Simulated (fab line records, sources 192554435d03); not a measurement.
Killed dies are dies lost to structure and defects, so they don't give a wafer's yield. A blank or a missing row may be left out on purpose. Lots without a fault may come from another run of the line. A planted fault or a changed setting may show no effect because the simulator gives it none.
Chamber matching | flow n5_finfet | N5_BEOL_M10_CURE_71 on uv_cure-02: 3 sister chambers
The step cures SiCOH lowk, time 240 s. 3 wafers are shown with their chamber, then 8 later ones without.

WAFERS WITH THEIR CHAMBER
wafer  | chamber | wafer_temp_C_max
L084.5 | 1       | 386.4
L093.3 | 2       | 387.4
L092.1 | 0       | 387.3

WAFERS WITHOUT THEIR CHAMBER
wafer  | wafer_temp_C_max
L092.2 | 386.8
L092.3 | 386.4
L097.1 | 386.3
L097.3 | 386.3
L097.6 | 386.2
L094.2 | 387.3
L094.4 | 386.3
L094.5 | 387.0

WHICH CHAMBER EACH WENT THROUGH
wafer  | from the rows above          | in truth
L092.2 | can't be placed: 1 or 0 or 2 | 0
L092.3 | 1                            | 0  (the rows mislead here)
L097.1 | 1                            | 1
L097.3 | 1                            | 1
L097.6 | 1                            | 1
L094.2 | can't be placed: 0 or 2      | 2
L094.4 | 1                            | 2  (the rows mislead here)
L094.5 | can't be placed: 0 or 2 or 1 | 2
Placed correctly: 3 of 8. Can't be placed from these rows: 3 (the true chamber is among the candidates in 3). Placed wrongly: 2.
How it was worked out, from the rows above alone: a wafer's distance from a chamber is the root of the sum, over the readings, of the square of ((its reading less the chamber's mean) divided by the reading's scatter). The wafer belongs to the nearest chamber; if the next one is less than 2 further off, it can't be placed. A chamber's mean is the mean of its shown wafers. The scatter: with one shown wafer a chamber, the root of the mean of the squares of how far each hidden wafer lies from its nearest shown one.
